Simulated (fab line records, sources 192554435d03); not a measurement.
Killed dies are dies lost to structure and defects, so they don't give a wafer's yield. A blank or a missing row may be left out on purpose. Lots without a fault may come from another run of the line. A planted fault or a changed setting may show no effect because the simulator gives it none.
Split-lot experiment | flow n5_finfet | 7 lots, 21 wafers read, on a route of 1938 steps

THE SPLIT
At N5_BEOL_M7_EXPOSE_08 (exposes mask M7), the setting dose_mj was moved away from the recipe's 68.25 on 7 of the 21 wafers read, by -7.1% to +6.7%. The other wafers ran this setting at the recipe's value.

FROM THE SPLIT TO THE READING: what the file shows between them, 15 steps
- N5_BEOL_M7_PEB_09: peb time 60 s
- N5_BEOL_M7_DEVELOP_10: develop time 30 s
- N5_BEOL_M7_CD_MEAS_11: target cd 38.5 nm
- N5_BEOL_M7_DESCUM_16: chemistry O2, time 7.9 s
- N5_BEOL_M7_ETCH_61: etches SiARC in CF4, target depth 45.5 nm, time 75.8 s
- N5_BEOL_M7_ETCH_62: etches SOC in N2/H2, target depth 110 nm, overetch 22 nm, time 165 s
- N5_BEOL_M7_STRIP_68: strips in N2/H2
- N5_BEOL_M7_STRIP_67: strips in CF4
- N5_BEOL_M7_HM_OPEN_17: chemistry Cl2/BCl3, target TiN, target depth 20 nm, overetch 6 nm
- N5_BEOL_M7_STRIP_19: strips in O2
- N5_BEOL_M7_CD_MEAS_18: pitch 80 nm, target cd 40 nm
- N5_BEOL_M7_COAT_63: time 60 s, resist thk 60 nm
- N5_BEOL_M7_COAT_64: time 60 s, resist thk 12 nm
- N5_BEOL_M7_PRECLEAN_42: cleans in residue remover, time 60 s
- N5_BEOL_M7_SRD_43: time 30 s

THE READING
cd_nm, in nm, at N5_BEOL_M7_CD_MEAS_35 (target cd 40 nm). Fault-free wafers of this fab line usually give 39.9 nm, standard deviation 0.62 nm.

wafer  | tool, chamber at the split | dose_mj as run | against the recipe | cd_nm, nm | against lot-mates on the recipe
L075.1 | arfi_scanner-01, 0         | 68.25          | recipe             | 40.3      | -
L075.4 | arfi_scanner-01, 0         | 68.25          | recipe             | 39.8      | -
L075.5 | arfi_scanner-01, 0         | 68.25          | recipe             | 40.3      | -
L083.2 | arfi_scanner-02, 0         | 64.16          | -6.0%              | 37.5      | -2.3
L083.4 | arfi_scanner-02, 0         | 68.25          | recipe             | 39.8      | -
L083.6 | arfi_scanner-02, 0         | 64.16          | -6.0%              | 37.2      | -2.6
L082.1 | arfi_scanner-03, 0         | 66.9           | -2.0%              | 38.5      | -1.0
L082.4 | arfi_scanner-03, 0         | 66.9           | -2.0%              | 38.0      | -1.5
L082.5 | arfi_scanner-03, 0         | 68.25          | recipe             | 39.5      | -
L090.1 | arfi_scanner-02, 0         | 63.38          | -7.1%              | 36.6      | -3.5
L090.3 | arfi_scanner-02, 0         | 68.25          | recipe             | 40.1      | -
L090.6 | arfi_scanner-02, 0         | 63.38          | -7.1%              | 37.0      | -3.1
L092.1 | arfi_scanner-03, 0         | 68.25          | recipe             | 38.9      | -
L092.2 | arfi_scanner-03, 0         | 68.25          | recipe             | 40.0      | -
L092.4 | arfi_scanner-03, 0         | 68.25          | recipe             | 39.3      | -
L096.2 | arfi_scanner-01, 0         | 72.8           | +6.7%              | 43.6      | +3.6
L096.4 | arfi_scanner-01, 0         | 68.25          | recipe             | 40.6      | -
L096.6 | arfi_scanner-01, 0         | 68.25          | recipe             | 39.4      | -
L094.1 | arfi_scanner-03, 0         | 68.25          | recipe             | 38.3      | -
L094.2 | arfi_scanner-03, 0         | 68.25          | recipe             | 40.1      | -
L094.6 | arfi_scanner-03, 0         | 68.25          | recipe             | 40.1      | -

THE FIT
A straight line over all 21 wafers: cd_nm changes by +0.458 nm for each +1% of dose_mj; r = +0.93; the points scatter about the line by 0.61 nm.
The same after taking each lot's own level away (the mean of its wafers on the recipe; 21 wafers): +0.47 nm for each +1%; r = +0.95; scatter 0.49 nm.
On that fit, the largest move of dose_mj shifts the reading by 3.4 nm.
The lots' own levels span 39.40 to 40.13 nm, that is 1.2 times the standard deviation above.
So the lot-to-lot level changes the slope little: the two slopes agree.
Check: with one of the wafers moved furthest among these (-7.1%) left out of the fit, the line predicts -3.27 nm for it against its lot-mates. It came out at -3.5 nm against them.

THE WHOLE CHAIN: every reading that the file lists as answering this split, in the file's order
step                  | what it does                                                         | reading                                                               | change (the file's fit)               | r (the file's)
N5_BEOL_M7_CD_MEAS_11 | target cd 38.5 nm                                                    | cd_nm                                                                 | +0.495 nm for each +1% of the setting | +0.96
N5_BEOL_M7_ETCH_61    | etches SiARC in CF4, target depth 45.5 nm, time 75.8 s               | BEOL_M7.cd_offset_nm (the simulator's own value, which no gauge read) | +0.541 nm for each +1% of the setting | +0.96
N5_BEOL_M7_ETCH_62    | etches SOC in N2/H2, target depth 110 nm, overetch 22 nm, time 165 s | BEOL_M7.cd_offset_nm (the simulator's own value, which no gauge read) | +0.489 nm for each +1% of the setting | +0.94
N5_BEOL_M7_HM_OPEN_17 | chemistry Cl2/BCl3, target TiN, target depth 20 nm, overetch 6 nm    | BEOL_M7.cd_offset_nm (the simulator's own value, which no gauge read) | +0.482 nm for each +1% of the setting | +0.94
N5_BEOL_M7_CD_MEAS_18 | pitch 80 nm, target cd 40 nm                                         | cd_nm                                                                 | +0.494 nm for each +1% of the setting | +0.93
N5_BEOL_M7_CD_MEAS_35 | target cd 40 nm                                                      | cd_nm                                                                 | +0.48 nm for each +1% of the setting  | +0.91

THE FILE'S OWN FIT
cd_nm changes by +0.48 nm for each +1% of dose_mj, r = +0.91.
